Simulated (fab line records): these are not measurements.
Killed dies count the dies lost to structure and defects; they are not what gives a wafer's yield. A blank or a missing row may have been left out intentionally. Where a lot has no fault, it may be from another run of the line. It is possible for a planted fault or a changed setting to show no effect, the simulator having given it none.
Comparing a struck lot with a sound one | flow n5-finfet | 24 steps out of a route of 1938
Sound: these wafers, L583.1, L583.2, L583.4. Struck: wafers L570.1, L570.2, L570.3. The cause is given at the end.
Per side, at each step with rows, come the tool, then ch with its chambers, and then its first start. Under that, the readings that differ: sound wafers | struck wafers | difference of the means | sigmas: that difference in standard deviations of wafers without a fault.
alike: a reading whose means differ by less than 2 such deviations, as well as words and numbers matching on both sides. not compared: withheld readings; readings where some wafer has no value; bounds like >300 that might hide an equal value; numbers whose values overlap and for which the record gives no deviation.
A row with sigmas, a row that says differs or no value, or rows on one side alone: a step with any of these is where the two part. Numbers that have no deviation but don't overlap get no sigmas and don't part them. A reading that every wafer of one side lacks parts them only if that side has two wafers or more.

first, 9 steps without rows for these wafers: N5_DUMMY_GATE_COAT_28 (time 60 s, resist thk 10 nm); N5_DUMMY_GATE_COAT_09 (resist thk 30 nm); N5_DUMMY_GATE_EBR_11; N5_DUMMY_GATE_SOFTBAKE_10 (time 60 s); N5_DUMMY_GATE_EXPOSE_12 (exposes mask GATE, target cd 25 nm); N5_DUMMY_GATE_PEB_13 (peb time 60 s); N5_DUMMY_GATE_DEVELOP_14 (develop time 30 s); N5_DUMMY_GATE_DESCUM_20 (chemistry O2, time 6.2 s); N5_DUMMY_GATE_ETCH_29 (etches underlayer in N2/H2, target depth 13 nm).
N5_DUMMY_GATE_ETCH_36: etches SiARC in CF4, target depth 13 nm.
  sound on rie-diel-04 ch 0,1,2, day 8 11:04; struck on rie-diel-04 ch 0,1,2, day 5 03:47
  no value came back on the struck wafers for any of 8 readings (bias-w (W), cf4-flow-sccm (sccm) and others); on the sound wafers bias-w (W) reads 36.03 36.08 36.05
  reading                                         | sound          | struck     | difference | sigmas
  model.CAR-EUV_of_DUMMY_GATE_COAT_09.thk-nm (nm) | 11.4 11.8 11.2 | 19.2 19 19 | +7.6       |
N5_DUMMY_GATE_ETCH_37: etches SOC in N2/H2, target depth 60 nm, overetch 30 nm.
  sound on rie-diel-04 ch 0,1,2, day 8 11:07; struck on rie-diel-04 ch 0,1,2, day 5 03:50
  reading               | sound          | struck         | difference | sigmas
  oes-product-au (a.u.) | 0.59 0.56 0.61 | 0.27 0.29 0.30 | -0.30      | -6
  alike: bias-w, chamber-pressure-mTorr, drypump-motor-current-A, rf-vpp-V, showerhead-plenum-p-Torr, throttle-valve-pct
  not compared: rf-hours-counter-h
then, 4 steps without rows for these wafers: N5_DUMMY_GATE_STRIP_38 (strips in N2/H2); N5_DUMMY_GATE_STRIP_39 (strips in N2/H2); N5_DUMMY_GATE_TRIM_49 (chemistry O2, time 29 s, target cd 14 nm); N5_DUMMY_GATE_STRIP_40 (strips in CF4).
N5_DUMMY_GATE_CD_MEAS_50 targets a cd of 14 nm.
  struck on cd-sem-02, day 5 04:04; sound on cd-sem-02, day 8 11:20
  reading    | sound          | struck | difference                    | sigmas
  cd-nm (nm) | 13.5 14.6 14.0 | - - -  | no value on the struck wafers |
N5_DUMMY_GATE_ETCH_31: etches SiO2 in C4F6/O2, target depth 82.5 nm, time 27.5 s.
  sound on rie-diel-05 ch 0,1,3, day 8 11:23; struck on rie-diel-04 ch 1,2,3, day 5 04:07
  reading               | sound          | struck         | difference | sigmas
  oes-product-au (a.u.) | 0.80 0.81 0.72 | 0.27 0.30 0.29 | -0.49      | -8
  alike: C4F6_flow_sccm, O2_flow_sccm, bias-w, drypump-motor-current-A, rf-vpp-V, showerhead-plenum-p-Torr, throttle-valve-pct
  not compared: rf-hours-counter-h
then, 3 steps without rows for these wafers: N5_DUMMY_GATE_STRIP_41 (strips in O2); N5_DUMMY_GATE_ETCH_32 (etches SiO2 in CF4, target depth 3.5 nm, time 3.9 s); N5_DUMMY_GATE_ETCH_23 (etches poly-Si in HBr/Cl2/O2, target depth 41 nm, time 22.3 s).
N5_DUMMY_GATE_ETCH_44: etches poly-Si in HBr/O2, stops on SiO2, target depth 127.5 nm.
  sound on rie-si-03 ch 0,1,3, day 8 11:43; struck on rie-si-05 ch 0,2,3, day 5 04:26
  reading               | sound             | struck            | difference | sigmas
  oes-product-au (a.u.) | 0.725 0.734 0.711 | 0.368 0.373 0.359 | -0.357     | -36
  alike: HBr_flow_sccm, O2_flow_sccm, bias-w, drypump-motor-current-A, throttle-valve-pct
  not compared: rf-hours-counter-h
N5_DUMMY_GATE_CD_MEAS_24 targets a cd of 15 nm.
  struck on cd-sem-01, day 5 04:33; sound on cd-sem-02, day 8 11:50
  reading    | sound          | struck | difference                    | sigmas
  cd-nm (nm) | 14.8 15.0 15.0 | - - -  | no value on the struck wafers |
N5_BEOL_M4_RC_MEAS_101:
  the record has rows for the sound wafers here (prober-01 ch 0, day 13 17:44) and none for the struck ones
-- here the record skips 10 days between the struck wafers' starts before and after, leaving off in module BEOL_M4 and picking up in module PASSIVATION (first step shown: number 1936 of the route) --
N5_PASSIVATION_PROBE_49:
  record: rows for the struck wafers here (prober-02, day 15 12:40), none for the sound ones

## WHERE THEY PART
Earliest at N5_DUMMY_GATE_ETCH_36; latest, in this record, at N5_PASSIVATION_PROBE_49.

WHY: what the simulator had put in
At N5_DUMMY_GATE_ETCH_36, the step was skipped entirely on rie-diel-04 from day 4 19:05 on. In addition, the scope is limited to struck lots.
